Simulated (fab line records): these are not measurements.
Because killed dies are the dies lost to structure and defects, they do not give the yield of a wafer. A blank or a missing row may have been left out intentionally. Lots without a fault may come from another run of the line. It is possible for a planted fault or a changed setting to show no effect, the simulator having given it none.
Chamber matching    flow nand_harc    rie_diel-13 running NHARC_A_STAIRCASE_DESCUM_252: 4 sister chambers
The step chemistry O2, time 3 s. 8 wafers are shown with their chamber, then 11 later ones without.

## WAFERS WITH THEIR CHAMBER
wafer   chamber  showerhead_plenum_p_Torr (Torr)  rf_vpp_V (V)
L075.5  2        1.98                             57.8
L076.2  0        1.91                             58.8
L077.6  0        1.91                             56.8
L078.6  1        2.05                             58.8
L083.1  3        1.77                             56.8
L083.4  1        2.05                             60.0
L083.6  3        1.77                             58.0
L083.2  2        1.97                             58.1

## WAFERS WITH NO CHAMBER GIVEN
wafer   showerhead_plenum_p_Torr (Torr)  rf_vpp_V (V)
L083.3  1.90                             57.9
L083.5  1.90                             58.3
L087.3  1.90                             58.0
L087.5  1.77                             56.9
L087.6  1.96                             57.0
L086.2  1.96                             59.0
L086.3  1.77                             55.9
L086.6  1.90                             57.3
L088.3  1.96                             56.9
L088.4  2.05                             58.5
L088.6  2.05                             58.3

## THE CHAMBER EACH PASSED THROUGH
wafer   from the rows above  in truth
L083.3  0                    0
L083.5  0                    0
L087.3  0                    0
L087.5  3                    3
L087.6  2                    2
L086.2  2                    2
L086.3  3                    3
L086.6  0                    0
L088.3  2                    2
L088.4  1                    1
L088.6  1                    1
Correct placement for 11 of the 11. Not placeable from these rows: 0. Number placed wrongly: 0.
How it was worked out, from the rows above alone: a wafer's distance from a chamber is the root of the sum, over the readings, of the square of ((its reading less the chamber's mean) divided by the reading's scatter). If the next closest chamber is less than 2 further off than the closest, the wafer can't be placed; otherwise it belongs to the closest. The mean given for a chamber averages the wafers shown for that chamber. The scatter is the square root of a quotient: the sum, over the shown wafers, of each reading's squared deviation from its chamber's mean, divided by wafers minus chambers.
